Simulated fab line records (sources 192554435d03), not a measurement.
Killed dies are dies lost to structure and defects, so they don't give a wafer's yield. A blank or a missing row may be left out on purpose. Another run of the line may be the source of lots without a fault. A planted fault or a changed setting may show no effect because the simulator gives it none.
Chamber matching ; flow n5 finfet ; 4 sister chambers for N5_PMOS_HMC_CHANNEL_EPI_CMP_21 on cmp-01
The step polishes SiGe30, target thk 54 nm. 8 wafers are shown with their chamber, then 7 later ones without.

EACH WAFER AND ITS CHAMBER
wafer;chamber;motor current A (A)
L077.5;1;13.3
L081.1;1;12.9
L083.4;2;13.0
L086.1;3;11.5
L086.4;0;11.1
L086.6;3;11.3
L088.2;0;11.4
L088.4;2;12.9

WAFERS MISSING THEIR CHAMBER
wafer;motor current A (A)
L088.5;10.5
L094.1;11.6
L094.4;13.1
L094.5;10.8
L097.4;11.3
L097.5;10.9
L097.6;12.9

EACH ONE'S CHAMBER
wafer;from the rows above;in truth
L088.5;can't be placed: 0 or 3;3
L094.1;can't be placed: 3 or 0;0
L094.4;can't be placed: 1 or 2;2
L094.5;can't be placed: 0 or 3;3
L097.4;can't be placed: 0 or 3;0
L097.5;can't be placed: 0 or 3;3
L097.6;can't be placed: 2 or 1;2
Correct placement for 0 of the 7. From these rows, 7 cannot be placed; in 7 the true chamber is one of the candidates. Placed wrongly: 0.
How it was worked out, from the rows above alone: a wafer's distance from a chamber is the root of the sum, over the readings, of the square of ((its reading less the chamber's mean) divided by the reading's scatter). The wafer belongs to the nearest chamber; if the next one is less than 2 further off, it can't be placed. The mean given for a chamber averages the wafers shown for that chamber. The scatter: take each reading less its chamber's mean, square it, sum over the shown wafers, divide by the number of wafers less the number of chambers, and take the root.
